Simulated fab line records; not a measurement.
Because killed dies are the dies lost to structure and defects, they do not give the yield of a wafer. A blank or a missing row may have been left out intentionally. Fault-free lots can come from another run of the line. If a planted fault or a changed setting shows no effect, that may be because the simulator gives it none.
Which tool was responsible? / flow nand_harc / 72 wafers from 24 lots sampled at 6 of the route's 1302 steps

WHAT EACH GAUGE READ, for each wafer
Not one reading of a measure or inspect step in the record can be checked against a usual standard deviation.

EACH LOT AND THE TOOL THAT RAN IT (in order: tool; ch and the chambers of the sampled wafers; start)
lot=L074; NHARC_P_GATE_RTA_82=rtp_anneal-01 ch 0, day 6 00:02; NHARC_P_M0_ANNEAL_30=rtp_anneal-02 ch 0, day 6 07:55; NHARC_P_M0_DEP_32=pecvd-03 ch 0,2, day 6 08:52; NHARC_P_M1_ANNEAL_31=rtp_anneal-01 ch 0, day 6 11:55; NHARC_P_BONDPAD_DEP_00=pecvd-04 ch 0,1,2, day 6 17:48 or earlier; NHARC_P_BONDPAD_CMP_32=cmp-01 ch 0,2,3, day 6 17:48
lot=L075; NHARC_P_GATE_RTA_82=rtp_anneal-02 ch 0, day 6 06:46; NHARC_P_M0_ANNEAL_30=rtp_anneal-02 ch 0, day 6 14:47; NHARC_P_M0_DEP_32=pecvd-03 ch 0,1, day 6 15:45; NHARC_P_M1_ANNEAL_31=rtp_anneal-02 ch 0, day 6 18:49; NHARC_P_BONDPAD_DEP_00=pecvd-02 ch 1,2, day 7 00:22; NHARC_P_BONDPAD_CMP_32=cmp-03 ch 0,1,3, day 7 00:50
lot=L076; NHARC_P_GATE_RTA_82=rtp_anneal-02 ch 0, day 6 17:07; NHARC_P_M0_ANNEAL_30=rtp_anneal-02 ch 0, day 7 00:55; NHARC_P_M0_DEP_32=pecvd-04 ch 0,2, day 7 01:52; NHARC_P_M1_ANNEAL_31=rtp_anneal-01 ch 0, day 7 05:05; NHARC_P_BONDPAD_DEP_00=pecvd-02 ch 0,1,2, day 7 10:32; NHARC_P_BONDPAD_CMP_32=cmp-02 ch 0,1,3, day 7 10:57
lot=L077; NHARC_P_GATE_RTA_82=rtp_anneal-01 ch 0, day 7 06:07; NHARC_P_M0_ANNEAL_30=rtp_anneal-02 ch 0, day 7 13:50; NHARC_P_M0_DEP_32=pecvd-02 ch 0,1, day 7 14:50; NHARC_P_M1_ANNEAL_31=rtp_anneal-01 ch 0, day 7 18:09; NHARC_P_BONDPAD_DEP_00=pecvd-03 ch 0,1,2, day 8 00:07 or earlier; NHARC_P_BONDPAD_CMP_32=cmp-02 ch 0,2,3, day 8 00:07
lot=L078; NHARC_P_GATE_RTA_82=rtp_anneal-02 ch 0, day 7 13:39; NHARC_P_M0_ANNEAL_30=rtp_anneal-01 ch 0, day 7 21:27; NHARC_P_M0_DEP_32=pecvd-03 ch 1,2, day 7 22:29; NHARC_P_M1_ANNEAL_31=rtp_anneal-01 ch 0, day 8 01:58; NHARC_P_BONDPAD_DEP_00=pecvd-02 ch 0,2, day 8 07:30; NHARC_P_BONDPAD_CMP_32=cmp-03 ch 0,2,3, day 8 07:58
lot=L079; NHARC_P_GATE_RTA_82=rtp_anneal-01 ch 0, day 8 02:23; NHARC_P_M0_ANNEAL_30=rtp_anneal-02 ch 0, day 8 10:16; NHARC_P_M0_DEP_32=pecvd-04 ch 0,1, day 8 11:14; NHARC_P_M1_ANNEAL_31=rtp_anneal-02 ch 0, day 8 14:25; NHARC_P_BONDPAD_DEP_00=pecvd-04 ch 0,1, day 8 19:59; NHARC_P_BONDPAD_CMP_32=cmp-02 ch 1,2,3, day 8 20:21
lot=L080; NHARC_P_GATE_RTA_82=rtp_anneal-02 ch 0, day 8 08:01; NHARC_P_M0_ANNEAL_30=rtp_anneal-01 ch 0, day 8 16:04; NHARC_P_M0_DEP_32=pecvd-04 ch 0,1, day 8 17:04; NHARC_P_M1_ANNEAL_31=rtp_anneal-02 ch 0, day 8 20:05; NHARC_P_BONDPAD_DEP_00=pecvd-02 ch 1,2, day 9 02:08 or earlier; NHARC_P_BONDPAD_CMP_32=cmp-01 ch 0,1,2, day 9 02:08
lot=L081; NHARC_P_GATE_RTA_82=rtp_anneal-02 ch 0, day 8 13:04; NHARC_P_M0_ANNEAL_30=rtp_anneal-01 ch 0, day 8 20:46; NHARC_P_M0_DEP_32=pecvd-04 ch 0,1, day 8 21:54; NHARC_P_M1_ANNEAL_31=rtp_anneal-01 ch 0, day 9 01:02; NHARC_P_BONDPAD_DEP_00=pecvd-03 ch 0,1,2, day 9 06:49; NHARC_P_BONDPAD_CMP_32=cmp-01 ch 0,1, day 9 07:13
lot=L082; NHARC_P_GATE_RTA_82=rtp_anneal-02 ch 0, day 9 00:41; NHARC_P_M0_ANNEAL_30=rtp_anneal-01 ch 0, day 9 08:49; NHARC_P_M0_DEP_32=pecvd-03 ch 0,1, day 9 09:50; NHARC_P_M1_ANNEAL_31=rtp_anneal-01 ch 0, day 9 13:01; NHARC_P_BONDPAD_DEP_00=pecvd-04 ch 0,1,2, day 9 18:35; NHARC_P_BONDPAD_CMP_32=cmp-01 ch 0,1,3, day 9 18:56
lot=L083; NHARC_P_GATE_RTA_82=rtp_anneal-02 ch 0, day 9 15:43; NHARC_P_M0_ANNEAL_30=rtp_anneal-01 ch 0, day 9 23:39; NHARC_P_M0_DEP_32=pecvd-03 ch 0,1,2, day 10 00:35; NHARC_P_M1_ANNEAL_31=rtp_anneal-01 ch 0, day 10 03:49; NHARC_P_BONDPAD_DEP_00=pecvd-04 ch 0,1,2, day 10 09:39 or earlier; NHARC_P_BONDPAD_CMP_32=cmp-01 ch 1,2, day 10 09:39
lot=L084; NHARC_P_GATE_RTA_82=rtp_anneal-02 ch 0, day 9 21:25; NHARC_P_M0_ANNEAL_30=rtp_anneal-01 ch 0, day 10 05:02; NHARC_P_M0_DEP_32=pecvd-02 ch 0,2, day 10 06:02; NHARC_P_M1_ANNEAL_31=rtp_anneal-01 ch 0, day 10 09:07; NHARC_P_BONDPAD_DEP_00=pecvd-04 ch 0,2, day 10 15:01; NHARC_P_BONDPAD_CMP_32=cmp-01 ch 0,1,3, day 10 15:26
lot=L085; NHARC_P_GATE_RTA_82=rtp_anneal-01 ch 0, day 10 07:10; NHARC_P_M0_ANNEAL_30=rtp_anneal-01 ch 0, day 10 15:05; NHARC_P_M0_DEP_32=pecvd-03 ch 1,2, day 10 16:05; NHARC_P_M1_ANNEAL_31=rtp_anneal-02 ch 0, day 10 19:14; NHARC_P_BONDPAD_DEP_00=pecvd-03 ch 0,1, day 11 01:02 or earlier; NHARC_P_BONDPAD_CMP_32=cmp-02 ch 0,1,2, day 11 01:02
lot=L086; NHARC_P_GATE_RTA_82=rtp_anneal-02 ch 0, day 10 22:20; NHARC_P_M0_ANNEAL_30=rtp_anneal-01 ch 0, day 11 06:25; NHARC_P_M0_DEP_32=pecvd-02 ch 0,2, day 11 07:19; NHARC_P_M1_ANNEAL_31=rtp_anneal-01 ch 0, day 11 10:46; NHARC_P_BONDPAD_DEP_00=pecvd-04 ch 0,2, day 11 16:28; NHARC_P_BONDPAD_CMP_32=cmp-01 ch 0,2,3, day 11 16:52
lot=L087; NHARC_P_GATE_RTA_82=rtp_anneal-02 ch 0, day 11 18:13; NHARC_P_M0_ANNEAL_30=rtp_anneal-01 ch 0, day 12 02:00; NHARC_P_M0_DEP_32=pecvd-04 ch 0,1,2, day 12 02:58; NHARC_P_M1_ANNEAL_31=rtp_anneal-02 ch 0, day 12 06:02; NHARC_P_BONDPAD_DEP_00=pecvd-02 ch 0,1,2, day 12 11:37; NHARC_P_BONDPAD_CMP_32=cmp-02 ch 0,1, day 12 12:02
lot=L088; NHARC_P_GATE_RTA_82=rtp_anneal-01 ch 0, day 11 19:06; NHARC_P_M0_ANNEAL_30=rtp_anneal-02 ch 0, day 12 03:02; NHARC_P_M0_DEP_32=pecvd-04 ch 1,2, day 12 04:01; NHARC_P_M1_ANNEAL_31=rtp_anneal-01 ch 0, day 12 07:04; NHARC_P_BONDPAD_DEP_00=pecvd-03 ch 0,1, day 12 12:43; NHARC_P_BONDPAD_CMP_32=cmp-03 ch 0,1,2, day 12 13:09
lot=L089; NHARC_P_GATE_RTA_82=rtp_anneal-01 ch 0, day 12 14:01; NHARC_P_M0_ANNEAL_30=rtp_anneal-01 ch 0, day 12 23:30; NHARC_P_M0_DEP_32=pecvd-03 ch 0,2, day 13 00:28; NHARC_P_M1_ANNEAL_31=rtp_anneal-02 ch 0, day 13 03:38; NHARC_P_BONDPAD_DEP_00=pecvd-03 ch 0,2, day 13 09:07; NHARC_P_BONDPAD_CMP_32=cmp-01 ch 1,2, day 13 09:26
lot=L090; NHARC_P_GATE_RTA_82=rtp_anneal-02 ch 0, day 12 19:43; NHARC_P_M0_ANNEAL_30=rtp_anneal-01 ch 0, day 13 03:39; NHARC_P_M0_DEP_32=pecvd-04 ch 0,1, day 13 04:37; NHARC_P_M1_ANNEAL_31=rtp_anneal-01 ch 0, day 13 07:44; NHARC_P_BONDPAD_DEP_00=pecvd-03 ch 1,2, day 13 13:58; NHARC_P_BONDPAD_CMP_32=cmp-03 ch 1,3, day 13 14:25
lot=L091; NHARC_P_GATE_RTA_82=rtp_anneal-01 ch 0, day 13 00:14; NHARC_P_M0_ANNEAL_30=rtp_anneal-02 ch 0, day 13 08:02; NHARC_P_M0_DEP_32=pecvd-04 ch 0,2, day 13 09:01; NHARC_P_M1_ANNEAL_31=rtp_anneal-02 ch 0, day 13 12:26; NHARC_P_BONDPAD_DEP_00=pecvd-03 ch 0,1, day 13 17:56; NHARC_P_BONDPAD_CMP_32=cmp-02 ch 0,3, day 13 18:22
lot=L092; NHARC_P_GATE_RTA_82=rtp_anneal-01 ch 0, day 13 17:50; NHARC_P_M0_ANNEAL_30=rtp_anneal-01 ch 0, day 14 01:43; NHARC_P_M0_DEP_32=pecvd-03 ch 0,1,2, day 14 02:40; NHARC_P_M1_ANNEAL_31=rtp_anneal-02 ch 0, day 14 05:45; NHARC_P_BONDPAD_DEP_00=pecvd-03 ch 0,1,2, day 14 11:17; NHARC_P_BONDPAD_CMP_32=cmp-02 ch 0,2,3, day 14 11:43
lot=L093; NHARC_P_GATE_RTA_82=rtp_anneal-01 ch 0, day 13 23:00; NHARC_P_M0_ANNEAL_30=rtp_anneal-01 ch 0, day 14 06:44; NHARC_P_M0_DEP_32=pecvd-03 ch 0,1, day 14 07:48; NHARC_P_M1_ANNEAL_31=rtp_anneal-02 ch 0, day 14 11:32; NHARC_P_BONDPAD_DEP_00=pecvd-03 ch 0,1,2, day 14 17:29 or earlier; NHARC_P_BONDPAD_CMP_32=cmp-03 ch 0,1,2, day 14 17:29
lot=L094; NHARC_P_GATE_RTA_82=rtp_anneal-01 ch 0, day 14 08:19; NHARC_P_M0_ANNEAL_30=rtp_anneal-01 ch 0, day 14 16:01; NHARC_P_M0_DEP_32=pecvd-02 ch 0,2, day 14 17:01; NHARC_P_M1_ANNEAL_31=rtp_anneal-02 ch 0, day 14 20:11; NHARC_P_BONDPAD_DEP_00=pecvd-02 ch 2, day 15 01:40; NHARC_P_BONDPAD_CMP_32=cmp-03 ch 1,2,3, day 15 02:11
lot=L095; NHARC_P_GATE_RTA_82=rtp_anneal-02 ch 0, day 14 17:23; NHARC_P_M0_ANNEAL_30=rtp_anneal-01 ch 0, day 15 01:23; NHARC_P_M0_DEP_32=pecvd-03 ch 0,1,2, day 15 02:22; NHARC_P_M1_ANNEAL_31=rtp_anneal-01 ch 0, day 15 05:49; NHARC_P_BONDPAD_DEP_00=pecvd-02 ch 0,2, day 15 11:33; NHARC_P_BONDPAD_CMP_32=cmp-01 ch 0,1,2, day 15 12:05
lot=L096; NHARC_P_GATE_RTA_82=rtp_anneal-02 ch 0, day 14 17:53; NHARC_P_M0_ANNEAL_30=rtp_anneal-02 ch 0, day 15 01:50; NHARC_P_M0_DEP_32=pecvd-04 ch 0,1,2, day 15 02:50; NHARC_P_M1_ANNEAL_31=rtp_anneal-01 ch 0, day 15 06:20; NHARC_P_BONDPAD_DEP_00=pecvd-03 ch 0,2, day 15 11:59; NHARC_P_BONDPAD_CMP_32=cmp-03 ch 0,1,2, day 15 12:23
lot=L097; NHARC_P_GATE_RTA_82=rtp_anneal-02 ch 0, day 15 07:25; NHARC_P_M0_ANNEAL_30=rtp_anneal-02 ch 0, day 15 15:28; NHARC_P_M0_DEP_32=pecvd-03 ch 0,1,2, day 15 16:26; NHARC_P_M1_ANNEAL_31=rtp_anneal-02 ch 0, day 15 19:37; NHARC_P_BONDPAD_DEP_00=pecvd-04 ch 0,1,2, day 16 01:11; NHARC_P_BONDPAD_CMP_32=cmp-01 ch 0,1,2, day 16 01:35
- NHARC_P_GATE_RTA_82: time 30 s.
- NHARC_P_M0_ANNEAL_30: time 90 s.
- NHARC_P_M0_DEP_32: deposits SiCN, target thk 30 nm.
- NHARC_P_M1_ANNEAL_31: time 90 s.
- NHARC_P_BONDPAD_DEP_00: deposits SiCN, target thk 250 nm.
- NHARC_P_BONDPAD_CMP_32: polishes SiCN, target thk 200 nm.

WHAT THE TOOLS THEMSELVES READ (means of the sampled wafers that have a number; where no wafer has one, the mark that the record gives instead)
NHARC_P_GATE_RTA_82. Usual: lamp_power_pct 4.27 %, standard deviation 0.17; lamp_zone_1_pct 4.27 %, standard deviation 0.17; wafer_temp_C_max 452.2, standard deviation 0.56.
lot=L074; tool=rtp_anneal-01; lamp_power_pct (%)=4.07; lamp_zone_1_pct (%)=4.07; wafer_temp_C_max=452.4; flag=
lot=L075; tool=rtp_anneal-02; lamp_power_pct (%)=4.41; lamp_zone_1_pct (%)=4.41; wafer_temp_C_max=452.1; flag=
lot=L076; tool=rtp_anneal-02; lamp_power_pct (%)=4.41; lamp_zone_1_pct (%)=4.42; wafer_temp_C_max=451.9; flag=
lot=L077; tool=rtp_anneal-01; lamp_power_pct (%)=4.07; lamp_zone_1_pct (%)=4.07; wafer_temp_C_max=453.2; flag=
lot=L078; tool=rtp_anneal-02; lamp_power_pct (%)=4.42; lamp_zone_1_pct (%)=4.41; wafer_temp_C_max=452.0; flag=
lot=L079; tool=rtp_anneal-01; lamp_power_pct (%)=4.07; lamp_zone_1_pct (%)=4.07; wafer_temp_C_max=452.5; flag=
lot=L080; tool=rtp_anneal-02; lamp_power_pct (%)=4.41; lamp_zone_1_pct (%)=4.42; wafer_temp_C_max=451.8; flag=
lot=L081; tool=rtp_anneal-02; lamp_power_pct (%)=4.41; lamp_zone_1_pct (%)=4.41; wafer_temp_C_max=451.6; flag=
lot=L082; tool=rtp_anneal-02; lamp_power_pct (%)=4.42; lamp_zone_1_pct (%)=4.41; wafer_temp_C_max=451.9; flag=
lot=L083; tool=rtp_anneal-02; lamp_power_pct (%)=4.41; lamp_zone_1_pct (%)=4.41; wafer_temp_C_max=452.2; flag=
lot=L084; tool=rtp_anneal-02; lamp_power_pct (%)=4.41; lamp_zone_1_pct (%)=4.41; wafer_temp_C_max=451.4; flag=
lot=L085; tool=rtp_anneal-01; lamp_power_pct (%)=4.07; lamp_zone_1_pct (%)=4.07; wafer_temp_C_max=452.9; flag=
lot=L086; tool=rtp_anneal-02; lamp_power_pct (%)=4.41; lamp_zone_1_pct (%)=4.41; wafer_temp_C_max=452.2; flag=
lot=L087; tool=rtp_anneal-02; lamp_power_pct (%)=4.41; lamp_zone_1_pct (%)=4.41; wafer_temp_C_max=451.6; flag=
lot=L088; tool=rtp_anneal-01; lamp_power_pct (%)=4.07; lamp_zone_1_pct (%)=4.07; wafer_temp_C_max=452.3; flag=
lot=L089; tool=rtp_anneal-01; lamp_power_pct (%)=4.07; lamp_zone_1_pct (%)=4.07; wafer_temp_C_max=453.0; flag=
lot=L090; tool=rtp_anneal-02; lamp_power_pct (%)=4.41; lamp_zone_1_pct (%)=4.41; wafer_temp_C_max=451.7; flag=
lot=L091; tool=rtp_anneal-01; lamp_power_pct (%)=4.07; lamp_zone_1_pct (%)=4.07; wafer_temp_C_max=452.6; flag=
lot=L092; tool=rtp_anneal-01; lamp_power_pct (%)=4.07; lamp_zone_1_pct (%)=4.07; wafer_temp_C_max=452.4; flag=
lot=L093; tool=rtp_anneal-01; lamp_power_pct (%)=4.07; lamp_zone_1_pct (%)=4.07; wafer_temp_C_max=452.7; flag=
lot=L094; tool=rtp_anneal-01; lamp_power_pct (%)=4.07; lamp_zone_1_pct (%)=4.07; wafer_temp_C_max=452.4; flag=
lot=L095; tool=rtp_anneal-02; lamp_power_pct (%)=4.41; lamp_zone_1_pct (%)=4.41; wafer_temp_C_max=451.4; flag=
lot=L096; tool=rtp_anneal-02; lamp_power_pct (%)=4.42; lamp_zone_1_pct (%)=4.41; wafer_temp_C_max=452.3; flag=
lot=L097; tool=rtp_anneal-02; lamp_power_pct (%)=4.41; lamp_zone_1_pct (%)=4.42; wafer_temp_C_max=452.1; flag=

NHARC_P_M0_ANNEAL_30. Usual: wafer_temp_C_max at 226.16, with a standard deviation of 0.29.
lot=L074 tool=rtp_anneal-02 wafer_temp_C_max=225.88 flag=
lot=L075 tool=rtp_anneal-02 wafer_temp_C_max=225.95 flag=
lot=L076 tool=rtp_anneal-02 wafer_temp_C_max=226.02 flag=
lot=L077 tool=rtp_anneal-02 wafer_temp_C_max=226.13 flag=
lot=L078 tool=rtp_anneal-01 wafer_temp_C_max=226.14 flag=
lot=L079 tool=rtp_anneal-02 wafer_temp_C_max=225.64 flag=
lot=L080 tool=rtp_anneal-01 wafer_temp_C_max=226.42 flag=
lot=L081 tool=rtp_anneal-01 wafer_temp_C_max=226.35 flag=
lot=L082 tool=rtp_anneal-01 wafer_temp_C_max=225.98 flag=
lot=L083 tool=rtp_anneal-01 wafer_temp_C_max=226.32 flag=
lot=L084 tool=rtp_anneal-01 wafer_temp_C_max=226.08 flag=
lot=L085 tool=rtp_anneal-01 wafer_temp_C_max=226.40 flag=
lot=L086 tool=rtp_anneal-01 wafer_temp_C_max=226.30 flag=
lot=L087 tool=rtp_anneal-01 wafer_temp_C_max=226.16 flag=
lot=L088 tool=rtp_anneal-02 wafer_temp_C_max=226.31 flag=
lot=L089 tool=rtp_anneal-01 wafer_temp_C_max=226.52 flag=
lot=L090 tool=rtp_anneal-01 wafer_temp_C_max=226.50 flag=
lot=L091 tool=rtp_anneal-02 wafer_temp_C_max=226.32 flag=
lot=L092 tool=rtp_anneal-01 wafer_temp_C_max=226.21 flag=
lot=L093 tool=rtp_anneal-01 wafer_temp_C_max=226.41 flag=
lot=L094 tool=rtp_anneal-01 wafer_temp_C_max=226.23 flag=
lot=L095 tool=rtp_anneal-01 wafer_temp_C_max=226.34 flag=
lot=L096 tool=rtp_anneal-02 wafer_temp_C_max=225.88 flag=
lot=L097 tool=rtp_anneal-02 wafer_temp_C_max=225.98 flag=

NHARC_P_M0_DEP_32. Usual: heater_power_w 599 W, standard deviation 57; susceptor_temp_C 370.00 C, standard deviation 0.2.
lot=L074; tool=pecvd-03; heater_power_w (W)=585; susceptor_temp_C (C)=370.07; flag=
lot=L075; tool=pecvd-03; heater_power_w (W)=584; susceptor_temp_C (C)=370.01; flag=
lot=L076; tool=pecvd-04; heater_power_w (W)=593; susceptor_temp_C (C)=370.13; flag=
lot=L077; tool=pecvd-02; heater_power_w (W)=568; susceptor_temp_C (C)=369.90; flag=
lot=L078; tool=pecvd-03; heater_power_w (W)=568; susceptor_temp_C (C)=370.01; flag=
lot=L079; tool=pecvd-04; heater_power_w (W)=611; susceptor_temp_C (C)=369.96; flag=
lot=L080; tool=pecvd-04; heater_power_w (W)=629; susceptor_temp_C (C)=369.84; flag=
lot=L081; tool=pecvd-04; heater_power_w (W)=657; susceptor_temp_C (C)=369.99; flag=
lot=L082; tool=pecvd-03; heater_power_w (W)=589; susceptor_temp_C (C)=369.95; flag=
lot=L083; tool=pecvd-03; heater_power_w (W)=595; susceptor_temp_C (C)=369.86; flag=
lot=L084; tool=pecvd-02; heater_power_w (W)=515; susceptor_temp_C (C)=370.01; flag=
lot=L085; tool=pecvd-03; heater_power_w (W)=583; susceptor_temp_C (C)=370.22; flag=
lot=L086; tool=pecvd-02; heater_power_w (W)=598; susceptor_temp_C (C)=370.04; flag=
lot=L087; tool=pecvd-04; heater_power_w (W)=569; susceptor_temp_C (C)=370.12; flag=
lot=L088; tool=pecvd-04; heater_power_w (W)=582; susceptor_temp_C (C)=370.07; flag=
lot=L089; tool=pecvd-03; heater_power_w (W)=616; susceptor_temp_C (C)=369.92; flag=
lot=L090; tool=pecvd-04; heater_power_w (W)=623; susceptor_temp_C (C)=370.01; flag=
lot=L091; tool=pecvd-04; heater_power_w (W)=604; susceptor_temp_C (C)=370.05; flag=
lot=L092; tool=pecvd-03; heater_power_w (W)=611; susceptor_temp_C (C)=369.94; flag=
lot=L093; tool=pecvd-03; heater_power_w (W)=600; susceptor_temp_C (C)=369.78; flag=
lot=L094; tool=pecvd-02; heater_power_w (W)=529; susceptor_temp_C (C)=369.94; flag=
lot=L095; tool=pecvd-03; heater_power_w (W)=614; susceptor_temp_C (C)=370.03; flag=
lot=L096; tool=pecvd-04; heater_power_w (W)=616; susceptor_temp_C (C)=369.96; flag=
lot=L097; tool=pecvd-03; heater_power_w (W)=637; susceptor_temp_C (C)=369.89; flag=

NHARC_P_M1_ANNEAL_31. Usual: wafer_temp_C_max at 226.1, with a standard deviation of 0.31.
lot=L074 tool=rtp_anneal-01 wafer_temp_C_max=226.5 flag=
lot=L075 tool=rtp_anneal-02 wafer_temp_C_max=226.0 flag=
lot=L076 tool=rtp_anneal-01 wafer_temp_C_max=226.1 flag=
lot=L077 tool=rtp_anneal-01 wafer_temp_C_max=226.2 flag=
lot=L078 tool=rtp_anneal-01 wafer_temp_C_max=226.5 flag=
lot=L079 tool=rtp_anneal-02 wafer_temp_C_max=225.8 flag=
lot=L080 tool=rtp_anneal-02 wafer_temp_C_max=226.1 flag=
lot=L081 tool=rtp_anneal-01 wafer_temp_C_max=226.1 flag=
lot=L082 tool=rtp_anneal-01 wafer_temp_C_max=226.2 flag=
lot=L083 tool=rtp_anneal-01 wafer_temp_C_max=226.5 flag=
lot=L084 tool=rtp_anneal-01 wafer_temp_C_max=226.4 flag=
lot=L085 tool=rtp_anneal-02 wafer_temp_C_max=226.1 flag=
lot=L086 tool=rtp_anneal-01 wafer_temp_C_max=226.2 flag=
lot=L087 tool=rtp_anneal-02 wafer_temp_C_max=225.7 flag=
lot=L088 tool=rtp_anneal-01 wafer_temp_C_max=226.0 flag=
lot=L089 tool=rtp_anneal-02 wafer_temp_C_max=225.9 flag=
lot=L090 tool=rtp_anneal-01 wafer_temp_C_max=226.1 flag=
lot=L091 tool=rtp_anneal-02 wafer_temp_C_max=225.9 flag=
lot=L092 tool=rtp_anneal-02 wafer_temp_C_max=226.1 flag=
lot=L093 tool=rtp_anneal-02 wafer_temp_C_max=226.2 flag=
lot=L094 tool=rtp_anneal-02 wafer_temp_C_max=226.1 flag=
lot=L095 tool=rtp_anneal-01 wafer_temp_C_max=226.6 flag=
lot=L096 tool=rtp_anneal-01 wafer_temp_C_max=226.4 flag=
lot=L097 tool=rtp_anneal-02 wafer_temp_C_max=225.8 flag=

NHARC_P_BONDPAD_DEP_00. Usual: heater_power_w 600 W, standard deviation 51; susceptor_temp_C 369.97 C, standard deviation 0.22.
lot=L074; tool=pecvd-04; heater_power_w (W)=547; susceptor_temp_C (C)=370.13; flag=
lot=L075; tool=pecvd-02; heater_power_w (W)=583; susceptor_temp_C (C)=370.10; flag=
lot=L076; tool=pecvd-02; heater_power_w (W)=559; susceptor_temp_C (C)=370.22; flag=
lot=L077; tool=pecvd-03; heater_power_w (W)=551; susceptor_temp_C (C)=369.77; flag=
lot=L078; tool=pecvd-02; heater_power_w (W)=590; susceptor_temp_C (C)=369.90; flag=
lot=L079; tool=pecvd-04; heater_power_w (W)=611; susceptor_temp_C (C)=369.86; flag=
lot=L080; tool=pecvd-02; heater_power_w (W)=568; susceptor_temp_C (C)=369.96; flag=
lot=L081; tool=pecvd-03; heater_power_w (W)=635; susceptor_temp_C (C)=370.07; flag=
lot=L082; tool=pecvd-04; heater_power_w (W)=582; susceptor_temp_C (C)=370.03; flag=
lot=L083; tool=pecvd-04; heater_power_w (W)=613; susceptor_temp_C (C)=370.04; flag=
lot=L084; tool=pecvd-04; heater_power_w (W)=601; susceptor_temp_C (C)=369.94; flag=
lot=L085; tool=pecvd-03; heater_power_w (W)=630; susceptor_temp_C (C)=370.16; flag=
lot=L086; tool=pecvd-04; heater_power_w (W)=577; susceptor_temp_C (C)=369.86; flag=
lot=L087; tool=pecvd-02; heater_power_w (W)=595; susceptor_temp_C (C)=369.96; flag=
lot=L088; tool=pecvd-03; heater_power_w (W)=639; susceptor_temp_C (C)=370.08; flag=
lot=L089; tool=pecvd-03; heater_power_w (W)=637; susceptor_temp_C (C)=370.04; flag=
lot=L090; tool=pecvd-03; heater_power_w (W)=573; susceptor_temp_C (C)=369.75; flag=
lot=L091; tool=pecvd-03; heater_power_w (W)=675; susceptor_temp_C (C)=369.77; flag=
lot=L092; tool=pecvd-03; heater_power_w (W)=644; susceptor_temp_C (C)=369.99; flag=
lot=L093; tool=pecvd-03; heater_power_w (W)=646; susceptor_temp_C (C)=370.08; flag=
lot=L094; tool=pecvd-02; heater_power_w (W)=559; susceptor_temp_C (C)=369.67; flag=
lot=L095; tool=pecvd-02; heater_power_w (W)=570; susceptor_temp_C (C)=369.93; flag=
lot=L096; tool=pecvd-03; heater_power_w (W)=617; susceptor_temp_C (C)=370.11; flag=
lot=L097; tool=pecvd-04; heater_power_w (W)=583; susceptor_temp_C (C)=369.88; flag=

NHARC_P_BONDPAD_CMP_32. Usual: motor_current_A at 12.4 A, with a standard deviation of 1.3.
lot=L074; tool=cmp-01; motor_current_A (A)=12.9; flag=
lot=L075; tool=cmp-03; motor_current_A (A)=12.9; flag=
lot=L076; tool=cmp-02; motor_current_A (A)=11.2; flag=
lot=L077; tool=cmp-02; motor_current_A (A)=11.3; flag=
lot=L078; tool=cmp-03; motor_current_A (A)=11.7; flag=
lot=L079; tool=cmp-02; motor_current_A (A)=11.9; flag=
lot=L080; tool=cmp-01; motor_current_A (A)=13.6; flag=
lot=L081; tool=cmp-01; motor_current_A (A)=13.6; flag=
lot=L082; tool=cmp-01; motor_current_A (A)=12.4; flag=
lot=L083; tool=cmp-01; motor_current_A (A)=12.7; flag=
lot=L084; tool=cmp-01; motor_current_A (A)=13.0; flag=
lot=L085; tool=cmp-02; motor_current_A (A)=11.4; flag=
lot=L086; tool=cmp-01; motor_current_A (A)=12.5; flag=
lot=L087; tool=cmp-02; motor_current_A (A)=11.8; flag=
lot=L088; tool=cmp-03; motor_current_A (A)=11.9; flag=
lot=L089; tool=cmp-01; motor_current_A (A)=12.9; flag=
lot=L090; tool=cmp-03; motor_current_A (A)=14.0; flag=
lot=L091; tool=cmp-02; motor_current_A (A)=11.1; flag=
lot=L092; tool=cmp-02; motor_current_A (A)=11.4; flag=
lot=L093; tool=cmp-03; motor_current_A (A)=12.4; flag=
lot=L094; tool=cmp-03; motor_current_A (A)=12.4; flag=
lot=L095; tool=cmp-01; motor_current_A (A)=13.6; flag=
lot=L096; tool=cmp-03; motor_current_A (A)=12.5; flag=
lot=L097; tool=cmp-01; motor_current_A (A)=13.3; flag=

THE ANSWER, worked out from the rows above alone
Rule: a lot is off if the mean of its wafers that have a number lies more than 3 standard deviations from the usual mean. A lot without any number at a reading at which 4 lots or more have one is off too. Any other lot the step has rows for is counted as sound. Order of review: gauges by route order, followed by the tools' own readings, for which a lot's mean as printed above is used. At the first step where some lot is off, the reading lying furthest off is the one used; lots without a number count as furthest.
None of the lots is off at any reading shown; this tells nothing.

WHAT HAD BEEN PUT IN BY THE SIMULATOR
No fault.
